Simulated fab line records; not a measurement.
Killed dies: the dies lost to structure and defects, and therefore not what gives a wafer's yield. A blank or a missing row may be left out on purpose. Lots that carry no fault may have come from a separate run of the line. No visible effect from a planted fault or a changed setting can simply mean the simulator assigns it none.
Problem report in the 8D (eight disciplines) form, filled by code || flow n5 finfet || the parts of the form that need people (team, actions taken, sign-off) are left out

1. THE ISSUE
Wafers without a fault read 70.8 nm, standard deviation 0.92; cd nm at N5_BEOL_M11_CD_MEAS_28 reads a mean of 60.9 nm on 3 wafers belonging to 3 lots. Relative to the usual mean, that is a shift of -11 standard deviations.
The step: target cd 70 nm.
Earliest sighting: wafer L273.6 on cd sem-01 at day 12 11:38. Wafers with a number at this step in the record: 27, from 10 lots. By rule, "out" or "out of limits" means more than 4 standard deviations away from the usual mean. All remaining wafers that have a number are taken as sound.

2. WHAT IT IS, WHAT IT ISN'T
{"question": "which readings at this step", "is": "cd nm", "is not": "-"}
{"question": "which lots", "is": "L272, L273, L276", "is not": "L266, L270, L284, L285, L286, L287, L288"}
{"question": "which wafers of those lots", "is": "L272.6, L273.6, L276.2", "is not": "L272.3, L273.1, L276.3"}
{"question": "read on which gauges", "is": "cd sem-01, cd sem-02", "is not": "cd sem-03"}
{"question": "when", "is": "from day 12 11:38", "is not": "up to then (7 sound wafers); but 17 sound wafers of L272, L276, L284, L285, L286, L287, L288 came after"}

3. THE SUSPECTS, EACH WITH WHAT RULES IT OUT
Counting: any tool at a process step up to the reading remains a suspect provided it ran every lot that is out. Sound lots after the first of them don't rule it out here, since some wafers of a struck lot are sound.
- the gauge at N5_BEOL_M11_CD_MEAS_28: ruled out. The wafers that are out were read on 2 gauges (cd sem-01, cd sem-02).
- litho track-01 at N5_BEOL_M11_PEB_26 (peb time 60 s): kept. It ran every lot that is out, first L273 (day 12 11:34).
After counting, what remains is litho track-01 at N5_BEOL_M11_PEB_26.

4. THE CAUSE (what the simulator had put in)
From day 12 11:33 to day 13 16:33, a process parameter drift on litho track-01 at N5_BEOL_M11_PEB_26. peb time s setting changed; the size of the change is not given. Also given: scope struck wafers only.
Only this tool survived the counting.

5. SEQUENCE OF EFFECTS, ordered by route
Rows list readings where the struck wafers' mean (over those with a number) sits beyond 3 standard deviations from the usual. Only readings for which the record gives a usual standard deviation are gone through. hours: the time from each lot's start at the first step in this table that gives one to its start at this step, as a median over the lots. sigmas: the change in usual standard deviations.
{"hours": 0, "step": "N5_BEOL_M11_CD_MEAS_28", "reading": "cd nm", "usual": "70.8 nm", "on struck wafers": 60.9, "change": -9.9, "sigmas": -11}
{"hours": 42, "step": "N5_PASSIVATION_PROBE_49", "reading": "killed_at_M4_up", "usual": 13, "on struck wafers": 87, "change": "+74", "sigmas": "+12"}
{"hours": 42, "step": "N5_PASSIVATION_PROBE_49", "reading": "sort_bin_5_function", "usual": "5.3 %", "on struck wafers": 10.4, "change": "+5.1", "sigmas": "+5.6"}
Its process steps:
- N5_PASSIVATION_PROBE_49

6. HOW IT WOULD HAVE BEEN CAUGHT EARLIER
The first out-of-limits reading at a measuring or inspecting step in this record came at day 12 11:38, 0 hours after the fault's start at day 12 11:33.
An alarm limit of 4 standard deviations would not have fired on the tool readings at N5_BEOL_M11_PEB_26 for which the record gives a usual standard deviation, since none of them was out on any struck wafer.
L276, from the lots that are out (3), started N5_BEOL_M11_PEB_26 on litho track-01 later than day 12 11:38. A hold on the tool at that time would have spared it.
